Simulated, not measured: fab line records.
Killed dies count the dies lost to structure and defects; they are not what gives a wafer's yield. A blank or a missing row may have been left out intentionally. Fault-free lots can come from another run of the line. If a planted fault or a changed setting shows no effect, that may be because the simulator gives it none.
What tool caused it? + flow nandHarc + 13 lots, 38 wafers sampled, at 6 steps of a route of 1159

WHAT EACH GAUGE READ, for each wafer
NHARC_A_SOURCE_PLATE_THK_MEAS_09: measures by ellipsometry. Usual: thkNm 9.6 nm, standard deviation 0.95.
| lot  | measured     | on           | thkNm (nm)    | flag |
|------|--------------|--------------|---------------|------|
| L777 | day 7 07:08  | filmMetro-02 | 11.3 9.6 11.3 |      |
| L779 | day 7 10:50  | filmMetro-02 | 9.6 8.9 9.0   |      |
| L778 | day 7 10:50  | filmMetro-01 | 8.4 9.9 7.5   |      |
| L781 | day 8 02:17  | filmMetro-01 | 9.6 9.8 10.6  |      |
| L784 | day 8 21:07  | filmMetro-01 | 10.3 11.0 9.2 |      |
| L785 | day 9 04:09  | filmMetro-01 | 10.0 7.9 8.0  |      |
| L788 | day 10 01:07 | filmMetro-02 | 12.1 9.7      |      |
| L789 | day 10 09:46 | filmMetro-02 | 10.2 9.5 9.8  |      |
| L793 | day 11 07:53 | filmMetro-01 | 9.0 9.2 10.1  |      |
| L794 | day 11 07:53 | filmMetro-02 | 8.9 11.2 10.1 |      |
| L796 | day 11 21:04 | filmMetro-01 | 8.8 10.1 9.9  |      |
| L798 | day 12 06:28 | filmMetro-02 | 10.7 9.1 9.4  |      |
| L799 | day 12 15:26 | filmMetro-02 | 10.5 9.8 9.5  |      |

NHARC_A_ONON_D1_THK_MEAS_05: measures by ellipsometry. Usual: thkNm 1000 nm, standard deviation 13.
| lot  | measured     | on           | thkNm (nm)     | flag |
|------|--------------|--------------|----------------|------|
| L777 | day 7 21:23  | filmMetro-01 | 996 996 998    |      |
| L779 | day 8 00:58  | filmMetro-01 | 984 983 985    |      |
| L778 | day 8 00:58  | filmMetro-02 | 980 980 981    |      |
| L781 | day 8 13:52  | filmMetro-02 | 1014 1017 1018 |      |
| L784 | day 9 08:59  | filmMetro-01 | 994 992 993    |      |
| L785 | day 9 18:52  | filmMetro-02 | 1002 1003 1001 |      |
| L788 | day 10 15:38 | filmMetro-01 | 1007 1008      |      |
| L789 | day 11 03:15 | filmMetro-01 | 1000 997 997   |      |
| L793 | day 11 22:05 | filmMetro-01 | 1009 1009 1009 |      |
| L794 | day 11 22:25 | filmMetro-01 | 987 987 985    |      |
| L796 | day 12 12:31 | filmMetro-01 | 1019 1021 1018 |      |
| L798 | day 12 20:44 | filmMetro-02 | 977 977 976    |      |
| L799 | day 13 07:40 | filmMetro-01 | 990 989 989    |      |

NHARC_A_ONON_D1_THK_MEAS_14: measures by ellipsometry. Usual: thkNm 1005 nm, standard deviation 10.
| lot  | measured     | on           | thkNm (nm)     | flag |
|------|--------------|--------------|----------------|------|
| L777 | day 7 23:06  | filmMetro-01 | 1002 1003 1002 |      |
| L779 | day 8 02:40  | filmMetro-01 | 1017 1016 1017 |      |
| L778 | day 8 02:40  | filmMetro-02 | 990 989 990    |      |
| L781 | day 8 15:34  | filmMetro-02 | 985 985 986    |      |
| L784 | day 9 10:41  | filmMetro-01 | 828 1005 1005  | OFF  |
| L785 | day 9 20:38  | filmMetro-02 | 1014 836 1014  | OFF  |
| L788 | day 10 17:20 | filmMetro-02 | 1010 830       | OFF  |
| L789 | day 11 04:58 | filmMetro-02 | 998 1001 1000  |      |
| L793 | day 11 23:47 | filmMetro-01 | 986 986 987    |      |
| L794 | day 12 00:08 | filmMetro-02 | 1022 1024 1022 |      |
| L796 | day 12 14:12 | filmMetro-01 | 1009 1009 1008 |      |
| L798 | day 12 22:25 | filmMetro-02 | 1006 1004 1006 |      |
| L799 | day 13 09:22 | filmMetro-02 | 990 989 990    |      |

NHARC_END_SORT_01. Usual: killedAtArray 28, standard deviation 9.1; killedAtOther 0.6, standard deviation 0.87; killedAtPeriphery 3.4, standard deviation 2.7; killedDies 32, standard deviation 9; killedOpen 3.2, standard deviation 1.9; killedShort 2.0, standard deviation 1.3.
| lot  | measured     | on        | killedAtArray | killedAtOther | killedAtPeriphery | killedDies | killedOpen | killedShort | flag |
|------|--------------|-----------|---------------|---------------|-------------------|------------|------------|-------------|------|
| L784 | day 21 13:59 | prober-02 | 675 25 33     | 1 1 1         | 1 4 1             | 677 30 35  | 3 4 2      | 1 1 4       | OFF  |
| L785 | day 22 00:27 | prober-02 | 28 674 24     | 0 1 1         | 1 2 4             | 29 677 29  | 2 1 4      | 1 2 5       | OFF  |
| L788 | day 22 23:07 | prober-02 | 33 676        | 0 0           | 3 1               | 36 677     | 4 4        | 3 2         | OFF  |

WHICH TOOL RAN EACH LOT (tool, then ch and the chambers of the sampled wafers, then the start)
| lot  | NHARC_A_ZERO_WELL_ETCH_19         | NHARC_A_ONON_D1_DEP_12          |
|------|-----------------------------------|---------------------------------|
| L777 | rieDiel-11 ch 1,2,3, day 7 00:01  | pecvdOnon-04 ch 0, day 7 22:41  |
| L779 | rieDiel-10 ch 1,2,3, day 7 02:08  | pecvdOnon-02 ch 0, day 8 02:08  |
| L778 | rieDiel-10 ch 1,3, day 7 04:07    | pecvdOnon-04 ch 0, day 8 02:10  |
| L781 | rieDiel-02 ch 0,2,3, day 7 17:35  | pecvdOnon-02 ch 0, day 8 15:04  |
| L784 | rieDiel-11 ch 0,1,3, day 8 12:25  | pecvdOnon-04 ch 0, day 9 10:11  |
| L785 | rieDiel-11 ch 2,3, day 8 19:22    | pecvdOnon-04 ch 0, day 9 20:17  |
| L788 | rieDiel-11 ch 0, day 9 16:22      | pecvdOnon-04 ch 0, day 10 16:56 |
| L789 | rieDiel-11 ch 0,2,3, day 10 01:06 | pecvdOnon-02 ch 0, day 11 04:34 |
| L793 | rieDiel-02 ch 0,1,3, day 10 21:40 | pecvdOnon-03 ch 0, day 11 23:16 |
| L794 | rieDiel-02 ch 0,3, day 11 00:00   | pecvdOnon-02 ch 0, day 11 23:38 |
| L796 | rieDiel-10 ch 0,1,3, day 11 12:19 | pecvdOnon-02 ch 0, day 12 13:49 |
| L798 | rieDiel-11 ch 1,2,3, day 11 21:45 | pecvdOnon-02 ch 0, day 12 21:55 |
| L799 | rieDiel-11 ch 0,3, day 12 06:55   | pecvdOnon-03 ch 0, day 13 08:55 |
- NHARC_A_ZERO_WELL_ETCH_19: etches the open film in N2/H2, target depth 80 nm, overetch 24 nm, time 87.88 s.
- NHARC_A_ONON_D1_DEP_12: target thk 1000 nm.

WHAT THE TOOLS THEMSELVES READ (means of the sampled wafers that have a number; where no wafer has one, the mark that the record gives instead)
NHARC_A_ZERO_WELL_ETCH_19. Usual: drypumpMotorCurrentA 5.7 A, standard deviation 0.46; oesProductAu 1.000 a.u., standard deviation 0.0095; rfVppV 430.8 V, standard deviation 1.9; showerheadPlenumPTorr 2.05 Torr, standard deviation 0.066; throttleValvePct 14.172 %, standard deviation 0.0096.
| lot  | tool       | drypumpMotorCurrentA (A) | oesProductAu (a.u.) | rfVppV (V) | showerheadPlenumPTorr (Torr) | throttleValvePct (%) | flag |
|------|------------|--------------------------|---------------------|------------|------------------------------|----------------------|------|
| L777 | rieDiel-11 | 5.3                      | 1.002               | 430.7      | 2.04                         | 14.171               |      |
| L779 | rieDiel-10 | 5.8                      | 0.995               | 430.0      | 2.02                         | 14.173               |      |
| L778 | rieDiel-10 | 5.5                      | 0.996               | 429.7      | 2.00                         | 14.170               |      |
| L781 | rieDiel-02 | 5.5                      | 0.998               | 432.6      | 2.12                         | 14.182               |      |
| L784 | rieDiel-11 | 5.5                      | 0.996               | 429.1      | 2.00                         | 14.168               |      |
| L785 | rieDiel-11 | 5.2                      | 1.001               | 430.4      | 2.03                         | 14.168               |      |
| L788 | rieDiel-11 | 5.7                      | 0.982               | 427.4      | 1.94                         | 14.169               |      |
| L789 | rieDiel-11 | 5.4                      | 1.006               | 429.1      | 1.99                         | 14.174               |      |
| L793 | rieDiel-02 | 5.9                      | 1.000               | 432.8      | 2.12                         | 14.180               |      |
| L794 | rieDiel-02 | 5.8                      | 0.987               | 433.4      | 2.14                         | 14.176               |      |
| L796 | rieDiel-10 | 5.5                      | 0.993               | 430.0      | 2.00                         | 14.167               |      |
| L798 | rieDiel-11 | 5.3                      | 1.006               | 431.0      | 2.04                         | 14.179               |      |
| L799 | rieDiel-11 | 5.6                      | 1.006               | 428.2      | 1.96                         | 14.180               |      |

THE ANSWER, worked out from the rows above alone
Rule: take the mean of a lot's wafers that have a number; if it is more than 3 standard deviations from the usual mean, the lot is off. Also off: a lot with no number at a reading for which 4 or more lots have one. All remaining lots with rows at the step are treated as sound. After the gauges, taken in route order, come the tools' own readings; for these a lot's mean is taken, as printed above. At the first step where some lot is off, the reading lying furthest off is the one used; lots without a number count as furthest.
Off: L784, L785, L788, at NHARC_A_ONON_D1_THK_MEAS_14 (thkNm).
A tool fits if, at a process step before that reading, it ran every lot that is off, and no sound lot after the first of them. The gauges at NHARC_A_ONON_D1_THK_MEAS_14 aren't tried: what is off there is off at NHARC_END_SORT_01 too, on other tools, and a gauge's error can't cause that. One fits: pecvdOnon-04 at NHARC_A_ONON_D1_DEP_12. A fault onset in the window from L778 (day 8 02:10, its last sound lot) to L784 (day 9 10:11, its first lot off) fits.

WHAT THE SIMULATOR PUT IN
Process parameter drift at NHARC_A_ONON_D1_DEP_12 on pecvdOnon-04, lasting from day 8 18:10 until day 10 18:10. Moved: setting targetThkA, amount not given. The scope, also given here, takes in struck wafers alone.
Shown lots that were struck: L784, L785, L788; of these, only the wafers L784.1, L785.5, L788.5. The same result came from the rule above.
